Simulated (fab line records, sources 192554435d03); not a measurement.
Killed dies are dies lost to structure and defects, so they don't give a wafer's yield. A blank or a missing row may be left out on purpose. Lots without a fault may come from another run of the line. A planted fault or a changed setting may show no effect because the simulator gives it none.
Which tool did it? | flow n5_finfet | 11 lots, 33 wafers sampled, at 4 steps of a route of 1938

WHAT THE GAUGES READ, wafer by wafer
The record holds no reading of a measuring or inspecting step that can be judged against a usual standard deviation.

WHICH TOOL RAN EACH LOT (tool, then ch and the chambers of the sampled wafers, then the start)
lot  | N5_BEOL_M8_DESCUM_33               | N5_BEOL_M8_CURE_75            | N5_BEOL_M8_DEGAS_44          | N5_BEOL_M8_CMP_52
L257 | rie_diel-05 ch 0,1,2, day 9 21:08  | uv_cure-01 ch 0, day 9 21:53  | pvd_sputter-02, day 9 22:43  | cmp-02 ch 0,1,2, day 10 01:41
L260 | rie_diel-04 ch 1,2,3, day 10 08:27 | uv_cure-02 ch 1, day 10 09:47 | pvd_sputter-02, day 10 10:02 | cmp-03 ch 2,3, day 10 12:28
L267 | rie_diel-05 ch 0,1,3, day 12 10:44 | uv_cure-02 ch 1, day 12 11:25 | pvd_sputter-03, day 12 11:46 | cmp-02 ch 1,2,3, day 12 13:33
L268 | rie_diel-06 ch 1,2,3, day 12 12:28 | uv_cure-01 ch 1, day 12 13:08 | pvd_sputter-02, day 12 13:39 | cmp-02 ch 0,3, day 12 15:34
L269 | rie_diel-04 ch 0,1,2, day 12 12:47 | uv_cure-03 ch 0, day 12 13:31 | pvd_sputter-03, day 12 14:00 | cmp-04 ch 0,1, day 12 16:04
L272 | rie_diel-06 ch 1,3, day 13 08:23   | uv_cure-02 ch 0, day 13 09:07 | pvd_sputter-03, day 13 09:40 | cmp-04 ch 1,2,3, day 13 11:03
L273 | rie_diel-05 ch 1,2, day 13 11:14   | uv_cure-01 ch 1, day 13 12:04 | pvd_sputter-02, day 13 12:31 | cmp-04 ch 1,2,3, day 13 14:50
L274 | rie_diel-06 ch 1,3, day 14 01:44   | uv_cure-03 ch 1, day 14 02:34 | pvd_sputter-03, day 14 03:08 | cmp-02 ch 0,3, day 14 07:36
L277 | rie_diel-05 ch 0,1,2, day 14 16:56 | uv_cure-03 ch 2, day 14 17:40 | pvd_sputter-01, day 14 18:21 | cmp-04 ch 0,1,3, day 14 19:38
L276 | rie_diel-06 ch 1,2,3, day 14 17:17 | uv_cure-01 ch 1, day 14 17:55 | pvd_sputter-02, day 14 18:34 | cmp-02 ch 1,2, day 14 20:27
L278 | rie_diel-04 ch 0,1, day 14 19:28   | uv_cure-03 ch 1, day 14 20:05 | pvd_sputter-02, day 14 21:43 | cmp-02 ch 0,1,3, day 15 00:40
- N5_BEOL_M8_DESCUM_33: chemistry O2, time 7 s.
- N5_BEOL_M8_CURE_75: cures SiCOH lowk, time 120 s.
- N5_BEOL_M8_DEGAS_44: time 60 s.
- N5_BEOL_M8_CMP_52: polishes, stops on SiCOH lowk, t overpolish 6.9 s, target thk 80 nm.

WHAT THE TOOLS THEMSELVES READ (means of the sampled wafers that have a number; where no wafer has one, the mark that the record gives instead)
N5_BEOL_M8_DESCUM_33. Usual: drypump_motor_current_A 5.5 A, standard deviation 0.5; oes_product_au 0.78 a.u., standard deviation 0.08; rf_vpp_V 243.1 V, standard deviation 1.5; showerhead_plenum_p_Torr 2.09 Torr, standard deviation 0.088; throttle_valve_pct 20.48 %, standard deviation 0.22.
lot  | tool        | drypump_motor_current_A (A) | oes_product_au (a.u.) | rf_vpp_V (V) | showerhead_plenum_p_Torr (Torr) | throttle_valve_pct (%) | flag
L257 | rie_diel-05 | 5.5                         | 0.83                  | 243.9        | 2.14                            | 20.36                  |
L260 | rie_diel-04 | 5.7                         | 0.78                  | 241.9        | 2.04                            | 20.52                  |
L267 | rie_diel-05 | 5.8                         | 0.84                  | 244.1        | 2.14                            | 20.35                  |
L268 | rie_diel-06 | 5.2                         | 0.77                  | 244.1        | 2.12                            | 20.64                  |
L269 | rie_diel-04 | 6.0                         | 0.73                  | 242.8        | 2.05                            | 20.47                  |
L272 | rie_diel-06 | 5.4                         | 0.75                  | 243.0        | 2.12                            | 20.72                  |
L273 | rie_diel-05 | 5.2                         | 0.82                  | 243.0        | 2.07                            | 20.23                  |
L274 | rie_diel-06 | 5.1                         | 0.81                  | 244.2        | 2.17                            | 20.60                  |
L277 | rie_diel-05 | 5.4                         | 0.78                  | 243.2        | 2.13                            | 20.42                  |
L276 | rie_diel-06 | 5.3                         | 0.76                  | 243.6        | 2.11                            | 20.67                  |
L278 | rie_diel-04 | 5.8                         | 0.79                  | 241.5        | 2.02                            | 20.24                  |

N5_BEOL_M8_CURE_75. Usual: lamp_power_pct 52.31 %, standard deviation 0.056; run_length_s 178.8 s, standard deviation 1.5; wafer_temp_C_max 371.7, standard deviation 0.47.
lot  | tool       | lamp_power_pct (%) | run_length_s (s) | wafer_temp_C_max | flag
L257 | uv_cure-01 | 52.32              | 181.2            | 371.8            |
L260 | uv_cure-02 | 52.33              | 178.5            | 371.3            |
L267 | uv_cure-02 | 52.32              | 178.5            | 371.3            |
L268 | uv_cure-01 | -                  | -                | -                | OFF
L269 | uv_cure-03 | -                  | -                | -                | OFF
L272 | uv_cure-02 | 52.31              | 178.5            | 372.0            |
L273 | uv_cure-01 | 52.28              | 177.8            | 371.8            |
L274 | uv_cure-03 | 52.28              | 182.4            | 371.5            |
L277 | uv_cure-03 | 52.36              | 177.8            | 371.7            |
L276 | uv_cure-01 | 52.28              | 177.7            | 372.2            |
L278 | uv_cure-03 | 52.34              | 178.6            | 371.0            |

N5_BEOL_M8_DEGAS_44. Usual: heater_power_w 328 W, standard deviation 26.
lot  | tool           | heater_power_w (W) | flag
L257 | pvd_sputter-02 | 348                |
L260 | pvd_sputter-02 | 345                |
L267 | pvd_sputter-03 | 317                |
L268 | pvd_sputter-02 | 352                |
L269 | pvd_sputter-03 | 323                |
L272 | pvd_sputter-03 | 314                |
L273 | pvd_sputter-02 | 346                |
L274 | pvd_sputter-03 | 312                |
L277 | pvd_sputter-01 | 307                |
L276 | pvd_sputter-02 | 345                |
L278 | pvd_sputter-02 | 350                |

N5_BEOL_M8_CMP_52. Usual: barrier_field_endpoint_s 29.1 s, standard deviation 0.74; clearing_platen_down_force_psi 1.499 psi, standard deviation 0.003; clearing_platen_rpm 50.00 rpm, standard deviation 0.031; motor_current_A 6.6 A, standard deviation 0.72; overpolish_run_s 6.901 s, standard deviation 0.0086; time_to_endpoint_s 63 s, standard deviation 3.6.
lot  | tool   | barrier_field_endpoint_s (s) | clearing_platen_down_force_psi (psi) | clearing_platen_rpm (rpm) | motor_current_A (A) | overpolish_run_s (s) | time_to_endpoint_s (s) | flag
L257 | cmp-02 | 28.3                         | 1.503                                | 49.99                     | 6.5                 | 6.896                | 56                     |
L260 | cmp-03 | 29.3                         | 1.496                                | 50.04                     | 6.1                 | 6.898                | 64                     |
L267 | cmp-02 | 28.3                         | 1.500                                | 50.00                     | 6.4                 | 6.910                | 60                     |
L268 | cmp-02 | 29.4                         | 1.496                                | 50.01                     | 6.7                 | 6.899                | 64                     |
L269 | cmp-04 | 28.3                         | 1.500                                | 50.01                     | 6.7                 | 6.902                | 63                     |
L272 | cmp-04 | 30.5                         | 1.502                                | 50.00                     | 7.0                 | 6.904                | 68                     |
L273 | cmp-04 | 29.3                         | 1.500                                | 50.03                     | 6.5                 | 6.905                | 66                     |
L274 | cmp-02 | 29.6                         | 1.499                                | 50.00                     | 6.7                 | 6.899                | 63                     |
L277 | cmp-04 | 29.2                         | 1.499                                | 49.98                     | 6.4                 | 6.903                | 65                     |
L276 | cmp-02 | 28.1                         | 1.498                                | 50.02                     | 6.3                 | 6.897                | 58                     |
L278 | cmp-02 | 28.7                         | 1.501                                | 50.01                     | 6.6                 | 6.897                | 59                     |

THE ANSWER, worked out from the rows above alone
Rule: a lot is off if the mean of its wafers that have a number lies more than 3 standard deviations from the usual mean. A lot without any number at a reading at which 4 lots or more have one is off too. The other lots that the step has rows for count as sound. The gauges are gone through in route order, then the tools' own readings, and for those a lot's mean is taken as printed above. The first step at which some lot is off is used, and at that step the reading that is off furthest; a lot without a number counts as furthest.
Off: L268, L269, at N5_BEOL_M8_CURE_75 (lamp_power_pct). Without a number there: L268, L269.
A tool fits if, at that step or a process step before it, it ran every lot that is off, and no sound lot after the first of them. None of those tried fits.

WHAT THE SIMULATOR HAD PUT IN
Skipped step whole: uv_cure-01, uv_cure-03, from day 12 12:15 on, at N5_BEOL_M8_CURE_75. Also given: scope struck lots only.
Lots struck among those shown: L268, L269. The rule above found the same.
